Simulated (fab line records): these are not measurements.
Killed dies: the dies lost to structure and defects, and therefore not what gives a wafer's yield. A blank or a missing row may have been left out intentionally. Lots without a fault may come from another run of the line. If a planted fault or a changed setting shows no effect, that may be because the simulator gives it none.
Which tool is to blame? ; flow nand-harc ; Sampling: 11 lots, 33 wafers, 4 of 1302 route steps

== WHAT THE GAUGES READ, wafer by wafer ==
NHARC_P_GATE_CD_MEAS_91: the cd target is 2000 nm.
lot;measured;on;cd-nm (nm)
L921;day 5 12:18;cd-sem-01;1998.9 1999.5 1997.4
L922;day 6 03:29;cd-sem-03;1997.7 2000.9 1996.7
L924;day 6 21:29;cd-sem-03;1997.9 1996.1 1995.5
L928;day 8 13:03;cd-sem-02;2001.8 2001.5 2002.5
L930;day 9 13:02;cd-sem-02;1983.1 1983.4 1980.8
L938;day 12 17:49;cd-sem-03;1997.2 1997.8 1997.9
L939;day 13 05:54;cd-sem-02;2002.6 2001.5 1999.6
L940;day 13 10:43;cd-sem-01;1998.1 1998.1 2001.0
L941;day 14 04:09;cd-sem-01;1997.6 1997.5 1996.5
L942;day 14 04:22;cd-sem-03;2000.2 2002.5 2001.4
L944;day 15 03:29;cd-sem-03;1998.6 1998.4 1996.8

== WHICH TOOL RAN EACH LOT (tool, then ch and the chambers of the sampled wafers, then the start) ==
lot;NHARC_P_GATE_HM_OPEN_105;NHARC_P_GATE_STRIP_76;NHARC_P_GATE_EXPOSE_88
L921;rie-diel-11 ch 2,3, day 5 11:23 or earlier;plasma-asher-02 ch 0,1, day 5 11:23;krf-scanner-01 ch 0, day 5 12:08
L922;rie-diel-11 ch 0,1,2, day 6 02:41 or earlier;plasma-asher-02 ch 0,1, day 6 02:41;krf-scanner-01 ch 0, day 6 03:20
L924;rie-diel-11 ch 0,2, day 6 20:35 or earlier;plasma-asher-02 ch 0, day 6 20:35;krf-scanner-04 ch 0, day 6 21:20
L928;rie-diel-03 ch 1,3, day 8 12:04 or earlier;plasma-asher-01 ch 0, day 8 12:04;krf-scanner-04 ch 0, day 8 12:53
L930;rie-diel-09 ch 2,3, day 9 12:16 or earlier;plasma-asher-01 ch 0,1, day 9 12:16;krf-scanner-04 ch 0, day 9 12:53
L938;rie-diel-11 ch 1,2, day 12 16:55 or earlier;plasma-asher-02 ch 0,1, day 12 16:55;krf-scanner-04 ch 0, day 12 17:40
L939;rie-diel-11 ch 0,2, day 13 04:59 or earlier;plasma-asher-01 ch 0,1, day 13 04:59;krf-scanner-03 ch 0, day 13 05:44
L940;rie-diel-11 ch 0,1, day 13 09:48 or earlier;plasma-asher-02 ch 0,1, day 13 09:48;krf-scanner-01 ch 0, day 13 10:34
L941;rie-diel-11 ch 1,2, day 14 03:14 or earlier;plasma-asher-01 ch 1, day 14 03:14;krf-scanner-04 ch 0, day 14 04:00
L942;rie-diel-09 ch 0,1,3, day 14 03:28 or earlier;plasma-asher-02 ch 0,1, day 14 03:28;krf-scanner-03 ch 0, day 14 04:13
L944;rie-diel-11 ch 0,1,2, day 15 02:41 or earlier;plasma-asher-01 ch 0,1, day 15 02:41;krf-scanner-03 ch 0, day 15 03:19
- NHARC_P_GATE_HM_OPEN_105: chemistry O2/COS, target depth 360 nm.
- NHARC_P_GATE_STRIP_76: strips in O2.
- NHARC_P_GATE_EXPOSE_88: exposes mask P HVN, target cd 2000 nm.

== THE ANSWER, worked out from the rows above alone ==
Rule: the usual values come from the lots themselves. Put in order of their means at a reading, lots are off if they are a third of the lots or fewer, leave a main group of 4 or more, and stand apart from it by a gap of 3 or more times the standard deviation of the main group's means; of several such gaps the widest counts. The tables above print the reading to a certain number of digits; a main group whose means all agree to those digits is not used. A lot without any number at a reading at which 4 lots or more have one is off too. All remaining lots with rows at the step are treated as sound.
Off: L930 (NHARC_P_GATE_CD_MEAS_91, cd-nm). The main group: mean 1999.0 nm, standard deviation 1.8.
If a tool, at a process step before that reading, ran all the lots that are off and no sound lot after the first of them, it fits. Gauges at NHARC_P_GATE_CD_MEAS_91: tried the same way as those tools. NHARC_P_GATE_HM_OPEN_105 gives no start for some lots, so the hours and the order of its lots are those of NHARC_P_GATE_STRIP_76. None of those tried fits.

== WHAT HAD BEEN PUT IN BY THE SIMULATOR ==
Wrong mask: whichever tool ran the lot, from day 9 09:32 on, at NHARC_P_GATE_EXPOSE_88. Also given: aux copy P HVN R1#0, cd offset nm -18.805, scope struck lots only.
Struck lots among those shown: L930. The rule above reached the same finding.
